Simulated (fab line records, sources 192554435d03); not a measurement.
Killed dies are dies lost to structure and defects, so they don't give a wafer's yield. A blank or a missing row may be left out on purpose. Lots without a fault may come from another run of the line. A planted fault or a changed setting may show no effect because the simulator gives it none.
Split-lot experiment | flow n5_finfet | 7 lots, 21 wafers read, on a route of 1938 steps

THE SPLIT
At N5_BEOL_M9_PECVD_70 (deposits SiO2 from TEOS/O2, target thk 20 nm, time 22.7 s), the setting time_s was moved away from the recipe's 22.7 s on 6 of the 21 wafers read, by +7.0% to +13.6%. The other wafers ran this setting at the recipe's value.

The reading is taken at the split's own step.

THE READING
SiO2_of_BEOL_M9_PECVD_70.thk_nm (the simulator's own value, which no gauge read), in nm, at N5_BEOL_M9_PECVD_70 (deposits SiO2 from TEOS/O2, target thk 20 nm, time 22.7 s). The file gives no usual value for it. The 15 wafers here that ran the recipe average 20.3 nm, standard deviation 0.27 nm.

wafer  | tool, chamber at the split | time_s as run, s | against the recipe | SiO2_of_BEOL_M9_PECVD_70.thk_nm, nm | against lot-mates on the recipe
L074.1 | pecvd-04, 0                | 22.7             | recipe             | 20.2                                | -
L074.3 | pecvd-04, 2                | 22.7             | recipe             | 20.4                                | -
L074.6 | pecvd-04, 2                | 22.7             | recipe             | 20.4                                | -
L080.2 | pecvd-02, 2                | 22.7             | recipe             | 19.8                                | -
L080.3 | pecvd-02, 1,0              | 22.7             | recipe             | 20                                  | -
L080.5 | pecvd-02, 1,0              | 22.7             | recipe             | 20                                  | -
L091.3 | pecvd-04, 1                | 25.41            | +11.9%             | 22.6                                | +2.2
L091.4 | pecvd-04, 0                | 22.7             | recipe             | 20.4                                | -
L091.5 | pecvd-04, 0                | 25.41            | +11.9%             | 23                                  | +2.6
L089.2 | pecvd-03, 2,0              | 22.7             | recipe             | 20.4                                | -
L089.4 | pecvd-03, 2,0              | 22.7             | recipe             | 20.4                                | -
L089.6 | pecvd-03, 2                | 22.7             | recipe             | 20.8                                | -
L092.3 | pecvd-02, 0                | 22.7             | recipe             | 20.2                                | -
L092.4 | pecvd-02, 1                | 22.7             | recipe             | 20.8                                | -
L092.6 | pecvd-02, 2                | 24.3             | +7.0%              | 21.8                                | +1.3
L093.1 | pecvd-02, 2                | 24.53            | +8.1%              | 21.4                                | +1.0
L093.4 | pecvd-02, 2                | 22.7             | recipe             | 20.2                                | -
L093.5 | pecvd-02, 1                | 22.7             | recipe             | 20.6                                | -
L097.1 | pecvd-02, 1                | 22.7             | recipe             | 20.2                                | -
L097.4 | pecvd-02, 0                | 25.78            | +13.6%             | 22.8                                | +2.6
L097.5 | pecvd-02, 1                | 25.78            | +13.6%             | 23.2                                | +3.0
Where a row lists several chambers, the file gives one row for several wafers and doesn't say which wafer went through which chamber.

THE FIT
A straight line over all 21 wafers: SiO2_of_BEOL_M9_PECVD_70.thk_nm changes by +0.197 nm for each +1% of time_s; r = +0.97; the points scatter about the line by 0.29 nm.
The same after taking each lot's own level away (the mean of its wafers on the recipe; 21 wafers): +0.197 nm for each +1%; r = +0.98; scatter 0.23 nm.
On that fit, the largest move of time_s shifts the reading by 2.7 nm.
The lots' own levels span 19.93 to 20.53 nm, that is 2.2 times the standard deviation above.
So the lot-to-lot level changes the slope little: the two slopes agree.
Check: with one of the wafers moved furthest among these (+13.6%) left out of the fit, the line predicts +2.68 nm for it against its lot-mates. It came out at +2.6 nm against them.

OTHER SPLITS ON THESE WAFERS
These wafers also went through other splits before the reading. Each is held against what the fit with the lots' levels taken away leaves over:
other split on the same wafers     | wafers away from the commonest value | r with SiO2_of_BEOL_M9_PECVD_70.thk_nm (lot level and that fit taken away)
N5_BEOL_M7_EXPOSE_08 dose_mj       | 7                                    | -0.16
N5_BEOL_M7_ETCH_41 bias_w          | 7                                    | -0.03
N5_BEOL_M8_TRENCH_ETCH_37 source_w | 5                                    | -0.03
N5_BEOL_M8_CURE_75 time_s          | 9                                    | -0.05

THE FILE'S OWN FIT
SiO2_of_BEOL_M9_PECVD_70.thk_nm changes by +0.19 nm for each +1% of time_s, r = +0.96.
